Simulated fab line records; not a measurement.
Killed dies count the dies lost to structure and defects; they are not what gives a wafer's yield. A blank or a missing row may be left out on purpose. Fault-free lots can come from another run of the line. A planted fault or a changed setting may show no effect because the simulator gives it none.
Chamber matching | flow nand-harc | NHARC_A_STAIRCASE_ETCH_253 on rie-diel-08: 4 sister chambers
The step etches the open film in C4F8/O2, target depth 50 nm, time 20.2 s. 8 wafers are shown with their chamber, then 9 later ones without.

## WAFERS WITH THEIR CHAMBER
wafer  | chamber | rf-vpp-V (V) | oes-product-au (a.u.)
L871.4 | 3       | 895          | 0.988
L871.5 | 2       | 896          | 0.979
L873.1 | 1       | 905          | 0.947
L873.3 | 0       | 891          | 0.947
L873.6 | 0       | 891          | 0.946
L875.4 | 1       | 904          | 0.972
L875.5 | 3       | 894          | 0.966
L875.6 | 2       | 894          | 0.958

## WAFERS WITHOUT THEIR CHAMBER
wafer  | rf-vpp-V (V) | oes-product-au (a.u.)
L880.2 | 906          | 0.951
L880.3 | 891          | 0.958
L880.5 | 894          | 0.967
L884.2 | 893          | 0.956
L884.4 | 894          | 0.955
L884.5 | 892          | 0.968
L885.4 | 895          | 0.945
L885.5 | 891          | 0.976
L885.6 | 904          | 0.967

## EACH ONE'S CHAMBER
wafer  | from the rows above          | in truth
L880.2 | 1                            | 1
L880.3 | 0                            | 0
L880.5 | can't be placed: 3 or 2      | 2
L884.2 | can't be placed: 3 or 0 or 2 | 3
L884.4 | can't be placed: 2 or 3      | 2
L884.5 | can't be placed: 0 or 3 or 2 | 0
L885.4 | can't be placed: 2 or 3      | 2
L885.5 | can't be placed: 0 or 3      | 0
L885.6 | 1                            | 1
Placed correctly: 3 of 9. Cannot be placed on the basis of these rows: 6; the candidates contain the true chamber in 6. 0 placed wrongly.
How it was worked out, from the rows above alone: a wafer's distance from a chamber is the root of the sum, over the readings, of the square of ((its reading less the chamber's mean) divided by the reading's scatter). The wafer belongs to the nearest chamber; if the next one is less than 2 further off, it can't be placed. The mean given for a chamber averages the wafers shown for that chamber. The scatter is the square root of a quotient: the sum, over the shown wafers, of each reading's squared deviation from its chamber's mean, divided by wafers minus chambers.
